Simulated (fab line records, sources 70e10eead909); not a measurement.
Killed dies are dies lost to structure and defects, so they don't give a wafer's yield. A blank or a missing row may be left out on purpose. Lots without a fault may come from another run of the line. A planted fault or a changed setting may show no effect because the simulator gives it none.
Which tool did it? | flow nand_harc | 23 lots, 69 wafers sampled, at 6 steps of a route of 1302

WHAT THE GAUGES READ, wafer by wafer
The record holds no reading of a measuring or inspecting step that can be judged against a usual standard deviation.

WHICH TOOL RAN EACH LOT (tool, then ch and the chambers of the sampled wafers, then the start)
lot  | NHARC_A_STAIRCASE_ETCH_169         | NHARC_A_STAIRCASE_ETCH_21                     | NHARC_A_STAIRCASE_DESCUM_186       | NHARC_A_STAIRCASE_TRIM_189     | NHARC_A_STAIRCASE_ETCH_201     | NHARC_A_STAIRCASE_TRIM_222
L074 | rie_diel-11 ch 1,3, day 15 18:23   | rie_diel-07 ch 1,3, day 16 00:29 or earlier   | rie_diel-07 ch 0,2,3, day 16 00:29 | rie_diel-07 ch 1,3, no start   | rie_diel-07 ch 0,2,3, no start | rie_diel-10 ch 0,2, no start
L075 | rie_diel-07 ch 0,2,3, day 15 18:32 | rie_diel-10 ch 0,3, day 16 00:39 or earlier   | rie_diel-11 ch 0,2,3, day 16 00:39 | rie_diel-11 ch 2,3, no start   | rie_diel-11 ch 0,1,2, no start | rie_diel-10 ch 0,2, no start
L076 | rie_diel-10 ch 2,3, day 15 22:51   | rie_diel-10 ch 0,2,3, day 16 04:59 or earlier | rie_diel-07 ch 0,1,3, day 16 04:59 | rie_diel-07 ch 0,1, no start   | rie_diel-07 ch 0,3, no start   | rie_diel-07 ch 0,2,3, no start
L077 | rie_diel-11 ch 2,3, day 17 05:09   | rie_diel-10 ch 1,3, day 17 10:28 or earlier   | rie_diel-10 ch 0,2, day 17 10:28   | rie_diel-10 ch 1,2,3, no start | rie_diel-11 ch 0,3, no start   | rie_diel-07 ch 0,1, no start
L078 | rie_diel-10 ch 1,2, day 17 09:44   | rie_diel-07 ch 1,3, day 17 15:07 or earlier   | rie_diel-07 ch 1,2,3, day 17 15:07 | rie_diel-07 ch 0,1, no start   | rie_diel-11 ch 0,1, no start   | rie_diel-10 ch 1,2,3, no start
L079 | rie_diel-07 ch 1,2,3, day 17 09:55 | rie_diel-10 ch 0,1,2, day 17 19:17 or earlier | rie_diel-10 ch 0,1, day 17 19:17   | rie_diel-10 ch 1,2, no start   | rie_diel-10 ch 0,1,2, no start | rie_diel-07 ch 1,2, no start
L080 | rie_diel-07 ch 0,1,3, day 18 06:13 | rie_diel-11 ch 1,2, day 18 11:38 or earlier   | rie_diel-10 ch 0,1, day 18 11:38   | rie_diel-10 ch 0,1,3, no start | rie_diel-10 ch 2,3, no start   | rie_diel-11 ch 0,2,3, no start
L081 | rie_diel-07 ch 0,1,3, day 18 20:20 | rie_diel-07 ch 0,1,2, day 19 05:13 or earlier | rie_diel-07 ch 0,1, day 19 05:13   | rie_diel-07 ch 1,2, no start   | rie_diel-07 ch 1,3, no start   | rie_diel-10 ch 1,2,3, no start
L082 | rie_diel-11 ch 1,2, day 18 20:31   | rie_diel-07 ch 0,1,3, day 19 04:46 or earlier | rie_diel-07 ch 1,2, day 19 04:46   | rie_diel-07 ch 0,1,3, no start | rie_diel-10 ch 0,1,3, no start | rie_diel-10 ch 0,1,3, no start
L084 | rie_diel-10 ch 1,2,3, day 19 10:53 | rie_diel-10 ch 1,2,3, day 19 16:38 or earlier | rie_diel-07 ch 2,3, day 19 16:38   | rie_diel-07 ch 2,3, no start   | rie_diel-10 ch 0,3, no start   | rie_diel-10 ch 1,3, no start
L083 | rie_diel-10 ch 0,2,3, day 19 11:07 | rie_diel-07 ch 0,2,3, day 19 16:48 or earlier | rie_diel-10 ch 0,1,2, day 19 16:48 | rie_diel-10 ch 0,1,2, no start | rie_diel-11 ch 0,1,2, no start | rie_diel-11 ch 1,2,3, no start
L085 | rie_diel-10 ch 0,1,3, day 19 23:16 | rie_diel-07 ch 0,3, day 20 05:46 or earlier   | rie_diel-11 ch 1,2, day 20 05:46   | rie_diel-11 ch 0,2,3, no start | rie_diel-07 ch 0,1,2, no start | rie_diel-10 ch 0,1, no start
L086 | rie_diel-07 ch 0,2,3, day 20 07:14 | rie_diel-10 ch 1,2, day 20 12:34 or earlier   | rie_diel-11 ch 1,2,3, day 20 12:34 | rie_diel-11 ch 1,2,3, no start | rie_diel-11 ch 0,3, no start   | rie_diel-10 ch 1,2, no start
L087 | rie_diel-07 ch 0,1,3, day 21 10:41 | rie_diel-11 ch 2,3, day 21 16:38 or earlier   | rie_diel-10 ch 0,1,2, day 21 16:38 | rie_diel-10 ch 0,1,3, no start | rie_diel-07 ch 0,2,3, no start | rie_diel-10 ch 0,2, no start
L088 | rie_diel-11 ch 0,1,2, day 21 10:52 | rie_diel-10 ch 1,2,3, day 21 16:29 or earlier | rie_diel-11 ch 1,2,3, day 21 16:29 | rie_diel-11 ch 0,1,3, no start | rie_diel-11 ch 0,2,3, no start | rie_diel-11 ch 0,2, no start
L089 | rie_diel-11 ch 0,1,3, day 21 19:14 | rie_diel-11 ch 0,1,2, day 22 00:40 or earlier | rie_diel-07 ch 0,1,2, day 22 00:40 | rie_diel-07 ch 0,1,2, no start | rie_diel-07 ch 0,2,3, no start | rie_diel-10 ch 0,1,2, no start
L091 | rie_diel-10 ch 0,1,3, day 22 21:22 | rie_diel-10 ch 0,1,2, day 23 03:19 or earlier | rie_diel-07 ch 0,1,3, day 23 03:19 | rie_diel-07 ch 0,2, no start   | rie_diel-11 ch 2,3, no start   | rie_diel-07 ch 0,2, no start
L093 | rie_diel-10 ch 0,1,2, day 23 03:19 | rie_diel-11 ch 0,1,2, day 23 09:56 or earlier | rie_diel-11 ch 1,2,3, day 23 09:56 | rie_diel-11 ch 0,3, no start   | rie_diel-10 ch 0,3, no start   | rie_diel-07 ch 0,1, no start
L092 | rie_diel-10 ch 2,3, day 23 03:30   | rie_diel-10 ch 2,3, day 23 08:49 or earlier   | rie_diel-10 ch 1,2, day 23 08:49   | rie_diel-10 ch 0,1,3, no start | rie_diel-07 ch 2,3, no start   | rie_diel-07 ch 0,1,2, no start
L094 | rie_diel-11 ch 0,1,2, day 23 13:20 | rie_diel-10 ch 0,2, day 23 20:15 or earlier   | rie_diel-10 ch 1,2,3, day 23 20:15 | rie_diel-10 ch 0,2,3, no start | rie_diel-11 ch 0,2, no start   | rie_diel-07 ch 0,1,2, no start
L095 | rie_diel-10 ch 0,3, day 24 08:09   | rie_diel-11 ch 1,2,3, day 24 13:35 or earlier | rie_diel-11 ch 0,3, day 24 13:35   | rie_diel-11 ch 1,2,3, no start | rie_diel-10 ch 1,3, no start   | rie_diel-11 ch 1,2,3, no start
L096 | rie_diel-11 ch 0,1,3, day 24 15:16 | rie_diel-11 ch 0,2,3, day 24 20:56 or earlier | rie_diel-11 ch 1,2,3, day 24 20:56 | rie_diel-11 ch 1,2,3, no start | rie_diel-07 ch 0,3, no start   | rie_diel-11 ch 0,3, no start
L097 | rie_diel-11 ch 0,2, day 24 22:19   | rie_diel-10 ch 1,3, day 25 03:42 or earlier   | rie_diel-11 ch 0,1, day 25 03:42   | rie_diel-11 ch 0,2,3, no start | rie_diel-07 ch 0,2,3, no start | rie_diel-10 ch 1,3, no start
- NHARC_A_STAIRCASE_ETCH_169: etches the open film in CH3F/O2, target depth 50 nm, time 107.1 s.
- NHARC_A_STAIRCASE_ETCH_21: etches the open film in C4F8/O2, target depth 100 nm, time 40.5 s.
- NHARC_A_STAIRCASE_DESCUM_186: chemistry O2, time 3 s.
- NHARC_A_STAIRCASE_TRIM_189: chemistry O2, time 211.2 s.
- NHARC_A_STAIRCASE_ETCH_201: etches the open film in C4F8/O2, target depth 100 nm, time 40.5 s.
- NHARC_A_STAIRCASE_TRIM_222: chemistry O2, time 211.2 s.

WHAT THE TOOLS THEMSELVES READ (means of the sampled wafers that have a number; where no wafer has one, the mark that the record gives instead)
NHARC_A_STAIRCASE_ETCH_169. Usual: drypump_motor_current_A 5.9 A, standard deviation 0.42; oes_product_au 0.965 a.u., standard deviation 0.018; rf_vpp_V 244.3 V, standard deviation 1.6; showerhead_plenum_p_Torr 2.45 Torr, standard deviation 0.099; throttle_valve_pct 20.663 %, standard deviation 0.0087.
lot  | tool        | drypump_motor_current_A (A) | oes_product_au (a.u.) | rf_vpp_V (V) | showerhead_plenum_p_Torr (Torr) | throttle_valve_pct (%) | flag
L074 | rie_diel-11 | 6.4                         | 0.974                 | 245.3        | 2.52                            | 20.662                 |
L075 | rie_diel-07 | 5.6                         | 0.977                 | 243.4        | 2.38                            | 20.664                 |
L076 | rie_diel-10 | 5.9                         | 0.949                 | 243.2        | 2.43                            | 20.667                 |
L077 | rie_diel-11 | 6.0                         | 0.932                 | 244.7        | 2.47                            | 20.656                 |
L078 | rie_diel-10 | 5.7                         | 0.984                 | 241.8        | 2.33                            | 20.654                 |
L079 | rie_diel-07 | 6.0                         | 0.967                 | 243.8        | 2.40                            | 20.661                 |
L080 | rie_diel-07 | 5.8                         | 0.963                 | 243.7        | 2.43                            | 20.664                 |
L081 | rie_diel-07 | 5.8                         | 0.973                 | 243.8        | 2.43                            | 20.663                 |
L082 | rie_diel-11 | 5.8                         | 0.962                 | 243.4        | 2.41                            | 20.667                 |
L084 | rie_diel-10 | 5.9                         | 0.933                 | 244.6        | 2.51                            | 20.662                 |
L083 | rie_diel-10 | 6.0                         | 0.941                 | 245.5        | 2.53                            | 20.659                 |
L085 | rie_diel-10 | 6.1                         | 0.970                 | 244.5        | 2.44                            | 20.668                 |
L086 | rie_diel-07 | 5.6                         | 0.960                 | 242.9        | 2.37                            | 20.660                 |
L087 | rie_diel-07 | 5.8                         | 0.968                 | 243.8        | 2.42                            | 20.668                 |
L088 | rie_diel-11 | 5.7                         | 0.979                 | 245.1        | 2.48                            | 20.666                 |
L089 | rie_diel-11 | 6.0                         | 0.983                 | 245.6        | 2.54                            | 20.663                 |
L091 | rie_diel-10 | 6.2                         | 0.979                 | 243.4        | 2.43                            | 20.654                 |
L093 | rie_diel-10 | 6.0                         | 0.978                 | 244.7        | 2.48                            | 20.665                 |
L092 | rie_diel-10 | 5.9                         | 0.951                 | 245.9        | 2.53                            | 20.658                 |
L094 | rie_diel-11 | 5.7                         | 0.976                 | 245.5        | 2.48                            | 20.658                 |
L095 | rie_diel-10 | 6.2                         | 0.971                 | 244.0        | 2.45                            | 20.657                 |
L096 | rie_diel-11 | 6.0                         | 0.966                 | 244.7        | 2.53                            | 20.663                 |
L097 | rie_diel-11 | 5.5                         | 0.977                 | 243.8        | 2.42                            | 20.672                 |

NHARC_A_STAIRCASE_ETCH_21. Usual: oes_product_au 0.953 a.u., standard deviation 0.016; rf_vpp_V 896 V, standard deviation 4.9.
lot  | tool        | oes_product_au (a.u.) | rf_vpp_V (V) | flag
L074 | rie_diel-07 | 0.949                 | 895          |
L075 | rie_diel-10 | 0.951                 | 898          |
L076 | rie_diel-10 | 0.948                 | 894          |
L077 | rie_diel-10 | 0.964                 | 895          |
L078 | rie_diel-07 | 0.939                 | 896          |
L079 | rie_diel-10 | 0.940                 | 892          |
L080 | rie_diel-11 | 0.944                 | 894          |
L081 | rie_diel-07 | 0.939                 | 892          |
L082 | rie_diel-07 | 0.939                 | 894          |
L084 | rie_diel-10 | 0.955                 | 898          |
L083 | rie_diel-07 | 0.966                 | 891          |
L085 | rie_diel-07 | 0.957                 | 893          |
L086 | rie_diel-10 | 0.980                 | 901          |
L087 | rie_diel-11 | 0.945                 | 895          |
L088 | rie_diel-10 | 0.954                 | 898          |
L089 | rie_diel-11 | 0.959                 | 897          |
L091 | rie_diel-10 | 0.945                 | 896          |
L093 | rie_diel-11 | 0.980                 | 897          |
L092 | rie_diel-10 | 0.961                 | 900          |
L094 | rie_diel-10 | 0.961                 | 898          |
L095 | rie_diel-11 | 0.950                 | 895          |
L096 | rie_diel-11 | 0.958                 | 897          |
L097 | rie_diel-10 | 0.947                 | 894          |

NHARC_A_STAIRCASE_DESCUM_186. Usual: drypump_motor_current_A 5.9 A, standard deviation 0.42; oes_product_au 1.005 a.u., standard deviation 0.011; rf_vpp_V 57.8 V, standard deviation 0.91; showerhead_plenum_p_Torr 1.90 Torr, standard deviation 0.076; throttle_valve_pct 11.311 %, standard deviation 0.0089.
lot  | tool        | drypump_motor_current_A (A) | oes_product_au (a.u.) | rf_vpp_V (V) | showerhead_plenum_p_Torr (Torr) | throttle_valve_pct (%) | flag
L074 | rie_diel-07 | 5.6                         | 1.004                 | 58.0         | 1.85                            | 11.309                 |
L075 | rie_diel-11 | 5.7                         | 0.999                 | 58.0         | 1.95                            | 11.309                 |
L076 | rie_diel-07 | 5.8                         | 0.999                 | 57.4         | 1.89                            | 11.310                 |
L077 | rie_diel-10 | 5.8                         | 1.015                 | 57.3         | 1.82                            | 11.320                 |
L078 | rie_diel-07 | 6.0                         | 1.002                 | 57.2         | 1.86                            | 11.318                 |
L079 | rie_diel-10 | 6.2                         | 0.989                 | 57.8         | 1.87                            | 11.304                 |
L080 | rie_diel-10 | 6.2                         | 0.992                 | 58.1         | 1.88                            | 11.310                 |
L081 | rie_diel-07 | 5.5                         | 0.999                 | 57.6         | 1.89                            | 11.306                 |
L082 | rie_diel-07 | 6.0                         | 0.993                 | 57.1         | 1.83                            | 11.307                 |
L084 | rie_diel-07 | 5.9                         | 0.998                 | 56.6         | 1.81                            | 11.311                 |
L083 | rie_diel-10 | 6.0                         | 1.012                 | 57.6         | 1.94                            | 11.312                 |
L085 | rie_diel-11 | 6.1                         | 1.025                 | 57.5         | 1.91                            | 11.314                 |
L086 | rie_diel-11 | 6.1                         | 1.011                 | 57.3         | 1.91                            | 11.307                 |
L087 | rie_diel-10 | 6.0                         | 1.011                 | 58.2         | 1.93                            | 11.314                 |
L088 | rie_diel-11 | 6.1                         | 1.007                 | 57.5         | 1.91                            | 11.313                 |
L089 | rie_diel-07 | 5.7                         | 0.991                 | 56.6         | 1.85                            | 11.311                 |
L091 | rie_diel-07 | 5.8                         | 1.003                 | 58.1         | 1.88                            | 11.319                 |
L093 | rie_diel-11 | 6.1                         | 1.011                 | 58.1         | 1.91                            | 11.307                 |
L092 | rie_diel-10 | 5.9                         | 1.009                 | 57.5         | 1.92                            | 11.304                 |
L094 | rie_diel-10 | 5.9                         | 1.012                 | 57.6         | 1.95                            | 11.313                 |
L095 | rie_diel-11 | 6.0                         | 1.002                 | 58.9         | 1.97                            | 11.314                 |
L096 | rie_diel-11 | 6.1                         | 1.005                 | 58.3         | 1.90                            | 11.315                 |
L097 | rie_diel-11 | 5.6                         | 1.010                 | 58.4         | 1.99                            | 11.311                 |

NHARC_A_STAIRCASE_TRIM_189. Usual: drypump_motor_current_A 5.9 A, standard deviation 0.43; oes_product_au 1.002 a.u., standard deviation 0.011; rf_vpp_V 57.8 V, standard deviation 0.91; showerhead_plenum_p_Torr 3.51 Torr, standard deviation 0.13; throttle_valve_pct 17.035 %, standard deviation 0.0086.
lot  | tool        | drypump_motor_current_A (A) | oes_product_au (a.u.) | rf_vpp_V (V) | showerhead_plenum_p_Torr (Torr) | throttle_valve_pct (%) | flag
L074 | rie_diel-07 | 6.1                         | 0.998                 | 56.7         | 3.50                            | 17.040                 |
L075 | rie_diel-11 | 5.8                         | 0.989                 | 57.1         | 3.48                            | 17.043                 |
L076 | rie_diel-07 | 5.5                         | 1.001                 | 58.3         | 3.50                            | 17.028                 |
L077 | rie_diel-10 | 5.9                         | 0.998                 | 57.4         | 3.43                            | 17.039                 |
L078 | rie_diel-07 | 5.5                         | 0.997                 | 57.7         | 3.49                            | 17.033                 |
L079 | rie_diel-10 | 5.9                         | 0.995                 | 57.1         | 3.39                            | 17.029                 |
L080 | rie_diel-10 | 6.2                         | 0.998                 | 58.0         | 3.50                            | 17.034                 |
L081 | rie_diel-07 | 6.1                         | 0.990                 | 57.9         | 3.46                            | 17.034                 |
L082 | rie_diel-07 | 5.8                         | 1.003                 | 57.6         | 3.49                            | 17.040                 |
L084 | rie_diel-07 | 5.9                         | 0.997                 | 57.5         | 3.36                            | 17.038                 |
L083 | rie_diel-10 | 6.0                         | 1.013                 | 58.2         | 3.57                            | 17.039                 |
L085 | rie_diel-11 | 5.7                         | 1.003                 | 57.7         | 3.57                            | 17.030                 |
L086 | rie_diel-11 | 6.1                         | 1.013                 | 58.1         | 3.53                            | 17.037                 |
L087 | rie_diel-10 | 6.2                         | 1.005                 | 57.6         | 3.48                            | 17.038                 |
L088 | rie_diel-11 | 6.0                         | 1.011                 | 58.4         | 3.64                            | 17.035                 |
L089 | rie_diel-07 | 5.7                         | 0.989                 | 58.1         | 3.42                            | 17.035                 |
L091 | rie_diel-07 | 5.3                         | 0.997                 | 57.8         | 3.39                            | 17.041                 |
L093 | rie_diel-11 | 5.6                         | 1.007                 | 57.9         | 3.68                            | 17.026                 |
L092 | rie_diel-10 | 6.2                         | 1.011                 | 56.6         | 3.48                            | 17.035                 |
L094 | rie_diel-10 | 6.0                         | 1.017                 | 57.9         | 3.60                            | 17.033                 |
L095 | rie_diel-11 | 6.1                         | 1.013                 | 58.5         | 3.51                            | 17.037                 |
L096 | rie_diel-11 | 6.1                         | 1.006                 | 57.5         | 3.51                            | 17.040                 |
L097 | rie_diel-11 | 5.7                         | 0.997                 | 57.4         | 3.55                            | 17.033                 |

NHARC_A_STAIRCASE_ETCH_201. Usual: oes_product_au 0.948 a.u., standard deviation 0.013; rf_vpp_V 895 V, standard deviation 4.9.
lot  | tool        | oes_product_au (a.u.) | rf_vpp_V (V) | flag
L074 | rie_diel-07 | 0.947                 | 892          |
L075 | rie_diel-11 | 0.948                 | 899          |
L076 | rie_diel-07 | 0.944                 | 894          |
L077 | rie_diel-11 | 0.934                 | 903          |
L078 | rie_diel-11 | 0.942                 | 902          |
L079 | rie_diel-10 | 0.952                 | 890          |
L080 | rie_diel-10 | 0.947                 | 890          |
L081 | rie_diel-07 | 0.951                 | 895          |
L082 | rie_diel-10 | 0.961                 | 895          |
L084 | rie_diel-10 | 0.955                 | 896          |
L083 | rie_diel-11 | 0.956                 | 896          |
L085 | rie_diel-07 | 0.942                 | 893          |
L086 | rie_diel-11 | 0.945                 | 900          |
L087 | rie_diel-07 | 0.941                 | 891          |
L088 | rie_diel-11 | 0.954                 | 898          |
L089 | rie_diel-07 | 0.933                 | 892          |
L091 | rie_diel-11 | 0.952                 | 893          |
L093 | rie_diel-10 | 0.953                 | 896          |
L092 | rie_diel-07 | 0.945                 | 889          |
L094 | rie_diel-11 | 0.956                 | 893          |
L095 | rie_diel-10 | 0.958                 | 895          |
L096 | rie_diel-07 | 0.941                 | 893          |
L097 | rie_diel-07 | 0.930                 | 891          |

NHARC_A_STAIRCASE_TRIM_222. Usual: drypump_motor_current_A 5.9 A, standard deviation 0.4; oes_product_au 1.005 a.u., standard deviation 0.0099; rf_vpp_V 57.8 V, standard deviation 0.85; showerhead_plenum_p_Torr 3.51 Torr, standard deviation 0.13; throttle_valve_pct 17.037 %, standard deviation 0.0097.
lot  | tool        | drypump_motor_current_A (A) | oes_product_au (a.u.) | rf_vpp_V (V) | showerhead_plenum_p_Torr (Torr) | throttle_valve_pct (%) | flag
L074 | rie_diel-10 | 5.8                         | 1.009                 | 57.0         | 3.37                            | 17.030                 |
L075 | rie_diel-10 | 6.0                         | 1.006                 | 57.8         | 3.43                            | 17.042                 |
L076 | rie_diel-07 | 5.6                         | 1.004                 | 58.0         | 3.42                            | 17.041                 |
L077 | rie_diel-07 | 5.5                         | 1.001                 | 58.3         | 3.49                            | 17.026                 |
L078 | rie_diel-10 | 5.9                         | 0.996                 | 57.4         | 3.43                            | 17.037                 |
L079 | rie_diel-07 | 6.0                         | 0.991                 | 57.5         | 3.39                            | 17.037                 |
L080 | rie_diel-11 | 5.7                         | 1.007                 | 57.8         | 3.58                            | 17.035                 |
L081 | rie_diel-10 | 5.9                         | 1.016                 | 57.7         | 3.61                            | 17.043                 |
L082 | rie_diel-10 | 6.2                         | 1.010                 | 57.4         | 3.50                            | 17.034                 |
L084 | rie_diel-10 | 6.2                         | 1.001                 | 57.9         | 3.52                            | 17.035                 |
L083 | rie_diel-11 | 6.1                         | 1.006                 | 58.3         | 3.53                            | 17.039                 |
L085 | rie_diel-10 | 6.2                         | 1.007                 | 56.9         | 3.46                            | 17.037                 |
L086 | rie_diel-10 | 5.9                         | 1.006                 | 57.4         | 3.55                            | 17.029                 |
L087 | rie_diel-10 | 5.8                         | 1.021                 | 58.4         | 3.69                            | 17.034                 |
L088 | rie_diel-11 | 5.4                         | 1.012                 | 58.5         | 3.61                            | 17.031                 |
L089 | rie_diel-10 | 6.0                         | 1.010                 | 58.0         | 3.56                            | 17.047                 |
L091 | rie_diel-07 | 5.6                         | 1.002                 | 57.3         | 3.34                            | 17.042                 |
L093 | rie_diel-07 | 5.5                         | 0.997                 | 57.6         | 3.47                            | 17.041                 |
L092 | rie_diel-07 | 5.7                         | 1.003                 | 57.5         | 3.42                            | 17.033                 |
L094 | rie_diel-07 | 5.7                         | 0.993                 | 58.3         | 3.42                            | 17.041                 |
L095 | rie_diel-11 | 6.1                         | 0.993                 | 57.4         | 3.51                            | 17.018                 |
L096 | rie_diel-11 | 5.6                         | 1.003                 | 57.3         | 3.67                            | 17.035                 |
L097 | rie_diel-10 | 6.1                         | 1.007                 | 56.6         | 3.45                            | 17.039                 |

THE ANSWER, worked out from the rows above alone
Rule: a lot is off if the mean of its wafers that have a number lies more than 3 standard deviations from the usual mean. A lot without any number at a reading at which 4 lots or more have one is off too. The other lots that the step has rows for count as sound. The gauges are gone through in route order, then the tools' own readings, and for those a lot's mean is taken as printed above. The first step at which some lot is off is used, and at that step the reading that is off furthest; a lot without a number counts as furthest.
No lot is off at any reading shown: from this, nothing can be told.

WHAT THE SIMULATOR HAD PUT IN
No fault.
